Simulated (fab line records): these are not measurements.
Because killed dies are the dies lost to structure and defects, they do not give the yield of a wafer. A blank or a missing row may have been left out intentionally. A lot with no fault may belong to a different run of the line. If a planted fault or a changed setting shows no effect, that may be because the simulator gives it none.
2 desks, one fault	flow n5-finfet	every desk sees just its own numbers, and what lay behind them comes last

== FROM THE METROLOGY DESK ==
What the gauges read for every lot (on any tool): the sampled wafers with a number, averaged. Any lot whose mean is over 4 standard deviations away from the usual mean is out of limits and marked OUT; that distance is given in the brackets.
Columns: A = V10_OVL at N5_BEOL_M11_OVL_MEAS_29, usual -0.1 nm
lot	first seen here	A
L278	day 10 16:50	-0.0
L277	day 10 18:43	0.2
L276	day 10 21:37	-0.6
L282	day 11 17:26	0.3
L285	day 12 23:38	0.5
L284	day 12 23:50	0.7
L287	day 13 09:13	-0.8
L291	day 15 06:27	0.2
L290	day 15 06:43	0.3
L299	day 16 20:59	0.0
Result from this desk: across the 10 lots, nothing is out of limits.

== TOOL OWNER'S DESK, rie-diel-06 ==
The tool's own readings at N5_BEOL_M11_ETCH_66 (etches SOC in N2/H2, target depth 120 nm, overetch 24 nm, time 180 s): means of the sampled wafers that have a number, for each lot that ran on this tool. Any lot whose mean is over 4 standard deviations away from the usual mean is out of limits and marked OUT; that distance is given in the brackets.
Columns: A = drypump-motor-current-A at N5_BEOL_M11_ETCH_66, usual 5.7 A; B = oes-product-au at N5_BEOL_M11_ETCH_66, usual 0.62 a.u.; C = rf-vpp-V at N5_BEOL_M11_ETCH_66, usual 524.3 V; D = run-length-s at N5_BEOL_M11_ETCH_66, usual 203.1 s; E = showerhead-plenum-p-Torr at N5_BEOL_M11_ETCH_66, usual 2.56 Torr; F = throttle-valve-pct at N5_BEOL_M11_ETCH_66, usual 17.7 %
lot	first seen here	A	B	C	D	E	F
L285	day 12 23:50	5.7	0.60	524.9	203.2	2.59	17.7
L287	day 13 09:22	5.7	0.62	521.3	203.0	2.45	18.0
L291	day 15 06:35	5.6	0.62	522.2	203.1	2.48	17.7
L290	day 15 07:10	5.4	0.66	524.1	195.1 (-17) OUT	2.54	17.2
This desk's verdict: out of limits on L290, starting with L290 at day 15 07:10 (run-length-s at N5_BEOL_M11_ETCH_66). Within limits: L285, L287, L291.

== ALL TOGETHER ==
The tool owner's desk could have raised an alarm at day 15 07:10, on L290.
The metrology desk saw nothing out of limits.
The metrology desk holds a record of L290, inside its limits.
All the named lots went through N5_BEOL_M11_ETCH_66 on rie-diel-06.

== WHAT WAS PUT IN BY THE SIMULATOR ==
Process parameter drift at N5_BEOL_M11_ETCH_66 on rie-diel-06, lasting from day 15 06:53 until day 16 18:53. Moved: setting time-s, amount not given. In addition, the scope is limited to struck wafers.
Shown lots that were struck: L290.
How many hours passed from the start of the fault until each desk's first out-of-limits reading: the tool owner's desk, 0.
